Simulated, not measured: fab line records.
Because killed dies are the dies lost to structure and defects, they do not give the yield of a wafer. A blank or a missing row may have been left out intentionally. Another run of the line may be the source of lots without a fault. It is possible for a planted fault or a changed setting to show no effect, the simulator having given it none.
Matching of chambers / flow n5 finfet / N5_BEOL_M4_PECVD_72 on pecvd-01: 3 sister chambers
The step deposits SiO2 from TEOS/O2, target thk 16 nm, time 18 s. 20 wafers are shown with their chamber, then 10 later ones without.

== WAFERS PAIRED WITH THEIR CHAMBERS ==
wafer=L079.4; chamber=2; throttle valve pct (%)=21.2; showerhead plenum p Torr (Torr)=8.80; showerhead vpp V (V)=1342
wafer=L079.5; chamber=0; throttle valve pct (%)=22.7; showerhead plenum p Torr (Torr)=8.77; showerhead vpp V (V)=1301
wafer=L079.6; chamber=1; throttle valve pct (%)=25.7; showerhead plenum p Torr (Torr)=8.75; showerhead vpp V (V)=1251
wafer=L078.1; chamber=2; throttle valve pct (%)=21.1; showerhead plenum p Torr (Torr)=8.85; showerhead vpp V (V)=1348
wafer=L078.4; chamber=0; throttle valve pct (%)=22.7; showerhead plenum p Torr (Torr)=8.76; showerhead vpp V (V)=1291
wafer=L078.6; chamber=2; throttle valve pct (%)=21.2; showerhead plenum p Torr (Torr)=8.83; showerhead vpp V (V)=1334
wafer=L081.1; chamber=0; throttle valve pct (%)=22.4; showerhead plenum p Torr (Torr)=8.75; showerhead vpp V (V)=1320
wafer=L081.4; chamber=0; throttle valve pct (%)=22.9; showerhead plenum p Torr (Torr)=8.74; showerhead vpp V (V)=1328
wafer=L081.5; chamber=2; throttle valve pct (%)=21.3; showerhead plenum p Torr (Torr)=8.83; showerhead vpp V (V)=1351
wafer=L082.1; chamber=0; throttle valve pct (%)=22.8; showerhead plenum p Torr (Torr)=8.74; showerhead vpp V (V)=1305
wafer=L082.5; chamber=1; throttle valve pct (%)=25.4; showerhead plenum p Torr (Torr)=8.74; showerhead vpp V (V)=1264
wafer=L082.6; chamber=2; throttle valve pct (%)=21.4; showerhead plenum p Torr (Torr)=8.83; showerhead vpp V (V)=1353
wafer=L084.2; chamber=2; throttle valve pct (%)=21.3; showerhead plenum p Torr (Torr)=8.84; showerhead vpp V (V)=1332
wafer=L084.3; chamber=1; throttle valve pct (%)=25.4; showerhead plenum p Torr (Torr)=8.75; showerhead vpp V (V)=1289
wafer=L084.5; chamber=1; throttle valve pct (%)=25.8; showerhead plenum p Torr (Torr)=8.72; showerhead vpp V (V)=1255
wafer=L085.3; chamber=0; throttle valve pct (%)=22.6; showerhead plenum p Torr (Torr)=8.79; showerhead vpp V (V)=1289
wafer=L085.4; chamber=2; throttle valve pct (%)=21.2; showerhead plenum p Torr (Torr)=8.84; showerhead vpp V (V)=1348
wafer=L085.5; chamber=0; throttle valve pct (%)=22.8; showerhead plenum p Torr (Torr)=8.73; showerhead vpp V (V)=1289
wafer=L089.3; chamber=1; throttle valve pct (%)=25.7; showerhead plenum p Torr (Torr)=8.75; showerhead vpp V (V)=1279
wafer=L089.4; chamber=2; throttle valve pct (%)=21.1; showerhead plenum p Torr (Torr)=8.83; showerhead vpp V (V)=1359

SIGNATURES, as means of the wafers listed above
reading=throttle valve pct; chamber 0=22.700; chamber 1=25.600; chamber 2=21.225; scatter within a chamber=0.149
reading=showerhead plenum p Torr; chamber 0=8.7543; chamber 1=8.7420; chamber 2=8.8313; scatter within a chamber=0.0167
reading=showerhead vpp V; chamber 0=1303.29; chamber 1=1267.60; chamber 2=1345.88; scatter within a chamber=13.5
Rule: a wafer lies at a distance from a chamber equal to the root of the sum of squares, over the readings, of (its reading less the chamber's mean, divided by the reading's scatter). The wafer belongs to the nearest chamber; if the next one is less than 2 further off, it can't be placed. The scatter: the root of (the sum of the squares of (reading less its chamber's mean) over the shown wafers, divided by (wafers less chambers)).

== WAFERS WITHOUT THEIR CHAMBER ==
wafer=L089.6; throttle valve pct (%)=25.6; showerhead plenum p Torr (Torr)=8.77; showerhead vpp V (V)=1273
wafer=L091.2; throttle valve pct (%)=25.6; showerhead plenum p Torr (Torr)=8.75; showerhead vpp V (V)=1273
wafer=L091.3; throttle valve pct (%)=22.7; showerhead plenum p Torr (Torr)=8.76; showerhead vpp V (V)=1289
wafer=L091.4; throttle valve pct (%)=25.5; showerhead plenum p Torr (Torr)=8.75; showerhead vpp V (V)=1298
wafer=L094.2; throttle valve pct (%)=21.3; showerhead plenum p Torr (Torr)=8.84; showerhead vpp V (V)=1348
wafer=L094.4; throttle valve pct (%)=25.4; showerhead plenum p Torr (Torr)=8.75; showerhead vpp V (V)=1283
wafer=L094.5; throttle valve pct (%)=22.8; showerhead plenum p Torr (Torr)=8.73; showerhead vpp V (V)=1300
wafer=L096.2; throttle valve pct (%)=22.9; showerhead plenum p Torr (Torr)=8.74; showerhead vpp V (V)=1326
wafer=L096.4; throttle valve pct (%)=22.8; showerhead plenum p Torr (Torr)=8.76; showerhead vpp V (V)=1302
wafer=L096.6; throttle valve pct (%)=25.7; showerhead plenum p Torr (Torr)=8.74; showerhead vpp V (V)=1273

== WHICH CHAMBER EACH ONE RAN IN ==
wafer=L089.6; from the rows above=1; in truth=1
wafer=L091.2; from the rows above=1; in truth=1
wafer=L091.3; from the rows above=0; in truth=0
wafer=L091.4; from the rows above=1; in truth=1
wafer=L094.2; from the rows above=2; in truth=2
wafer=L094.4; from the rows above=1; in truth=1
wafer=L094.5; from the rows above=0; in truth=0
wafer=L096.2; from the rows above=0; in truth=0
wafer=L096.4; from the rows above=0; in truth=0
wafer=L096.6; from the rows above=1; in truth=1
Placed correctly: 10 of 10. Not placeable from these rows: 0. Placed wrongly: 0.
